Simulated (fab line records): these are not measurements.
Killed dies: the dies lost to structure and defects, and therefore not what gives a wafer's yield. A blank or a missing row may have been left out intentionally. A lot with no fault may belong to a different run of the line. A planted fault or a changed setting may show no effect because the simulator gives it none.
A lot that was struck, set against a sound lot    flow n5-finfet    17 steps out of a route of 1938
Sound: these wafers, L278.1, L278.2, L278.6. Struck: wafer L282.3 (L282.2, L282.5, from the same lot, were not struck and are left out); the cause is given at the end.
At each step with rows: each side's tool, then ch and its chambers, then its first start. Under that, the readings that differ: sound wafers    struck wafers    difference of the means    sigmas: that difference in standard deviations of wafers without a fault.
alike: readings with means less than 2 such deviations apart, plus words and numbers identical on both sides. not compared: withheld readings, readings lacking a value on some wafer, bounds such as >300 that could conceal the same value, and numbers that have no deviation in the record and whose values overlap.
A row with sigmas, a row that says differs or no value, or rows on one side alone: a step with any of these is where the two part. Non-overlapping numbers with no deviation appear without sigmas and do not part them. A reading that every wafer of one side lacks parts them only if that side has two wafers or more.

first, 7 steps without rows for these wafers: N5_BEOL_M6_COAT_60 (time 60 s, resist thk 35 nm); N5_BEOL_M6_COAT_05 (resist thk 90 nm); N5_BEOL_M6_EBR_07; N5_BEOL_M6_SOFTBAKE_06 (time 60 s); N5_BEOL_M6_EXPOSE_08 (exposes mask M6); N5_BEOL_M6_PEB_09 (peb time 60 s); N5_BEOL_M6_DEVELOP_10 (develop time 30 s).
N5_BEOL_M6_CD_MEAS_11 targets a cd of 38.5 nm.
  sound on cd-sem-02 ch 0, day 14 04:49; struck on cd-sem-02 ch 0, day 14 08:39
reading     sound           struck  difference  sigmas
cd-nm (nm)  39.0 38.8 38.7  38.1    -0.7        -2
N5_BEOL_M6_OVL_MEAS_12:
  sound on overlay-01 ch 0, day 14 04:50; struck on overlay-01 ch 0, day 14 08:41
  alike: M6_OVL
N5_BEOL_M6_INSPECT_13: inspects for defects (brightfield).
  sound: defect-inspect-01 at day 14 04:52; struck: defect-inspect-01 at day 14 08:42
  alike: raw-defect-count
N5_BEOL_M6_DESCUM_16: chemistry O2, time 7.9 s.
  sound on rie-diel-05 ch 0,1, day 14 04:54; struck on rie-diel-01 ch 3, day 14 08:44
reading                      sound        struck  difference  sigmas
drypump-motor-current-A (A)  6.6 5.7 6.6  5.2     -1.1        -2
  alike: o2-flow-sccm, oes-product-au, rf-fwd-power-W, rf-vpp-V, showerhead-plenum-p-Torr, temp-c, throttle-valve-pct
  not compared: rf-hours-counter-h
N5_BEOL_M6_ETCH_61: etches SiARC in CF4, target depth 45.5 nm, time 75.8 s.
  sound on rie-diel-05 ch 0,1, day 14 04:56; struck on rie-diel-01 ch 3, day 14 08:46
reading                      sound           struck  difference  sigmas
drypump-motor-current-A (A)  6.6 5.7 6.6     5.2     -1.1        -2
etch-rf-on-time-s (s)        75.3 77.0 76.6  74.3    -2.0        -2
  alike: mfc-ar-sccm, oes-product-au, rf-fwd-power-W, rf-vpp-V, showerhead-plenum-p-Torr, throttle-valve-pct
  not compared: rf-hours-counter-h
N5_BEOL_M6_ETCH_62: etches SOC in N2/H2, target depth 110 nm, overetch 22 nm, time 165 s.
  sound on rie-diel-05 ch 0,1, day 14 04:59; struck on rie-diel-01 ch 3, day 14 08:50
reading                                     sound           struck  difference  sigmas
drypump-motor-current-A (A)                 6.6 5.7 6.6     5.2     -1.1        -2
model.SiARC_of_BEOL_M6_COAT_60.thk-nm (nm)  28.4 28.2 28.4  26.2    -2.1        
model.BEOL_M6.cd-offset-nm (nm)             0.2 0.2 -0.2    0.4     +0.3        
  alike: oes-product-au, rf-fwd-power-W, rf-vpp-V, showerhead-plenum-p-Torr, temp-c, throttle-valve-pct
  not compared: rf-hours-counter-h
then, 1 step without rows for these wafers: N5_BEOL_M6_STRIP_68 (strips in N2/H2).
N5_BEOL_M6_STRIP_67: strips in CF4.
  sound on rie-diel-05 ch 0,1, day 14 05:08; struck on rie-diel-01 ch 3, day 14 08:58
reading                      sound        struck  difference  sigmas
drypump-motor-current-A (A)  6.6 5.7 6.6  5.2     -1.1        -2
  alike: oes-product-au, rf-vpp-V, showerhead-plenum-p-Torr, throttle-valve-pct
  not compared: rf-hours-counter-h
N5_BEOL_M6_HM_OPEN_17: chemistry Cl2/BCl3, target TiN, target depth 20 nm, overetch 6 nm.
  sound on rie-metal-01 ch 1, day 14 05:11; struck on rie-metal-01 ch 1, day 14 09:02
reading                          sound     struck  difference  sigmas
model.BEOL_M6.cd-offset-nm (nm)  0 0 -0.2  0.4     +0.5        
  alike: drypump-motor-current-A, mfc-ar-sccm, oes-product-au, rf-fwd-power-W, throttle-valve-pct
  not compared: rf-hours-counter-h
N5_BEOL_M6_STRIP_19: strips in O2.
  sound on rie-diel-05 ch 0,3, day 14 05:23; struck on rie-diel-04 ch 2, day 14 09:20
reading       sound        struck  difference  sigmas
rf-vpp-V (V)  3.5 3.6 2.5  4.5     +1.3        +2
  alike: drypump-motor-current-A, o2-flow-sccm, oes-product-au, showerhead-plenum-p-Torr, temp-c, throttle-valve-pct
  not compared: rf-hours-counter-h

WHERE THEY PART
First at N5_BEOL_M6_CD_MEAS_11; last, within this record, at N5_BEOL_M6_STRIP_19.

WHY: whatever the simulator had introduced
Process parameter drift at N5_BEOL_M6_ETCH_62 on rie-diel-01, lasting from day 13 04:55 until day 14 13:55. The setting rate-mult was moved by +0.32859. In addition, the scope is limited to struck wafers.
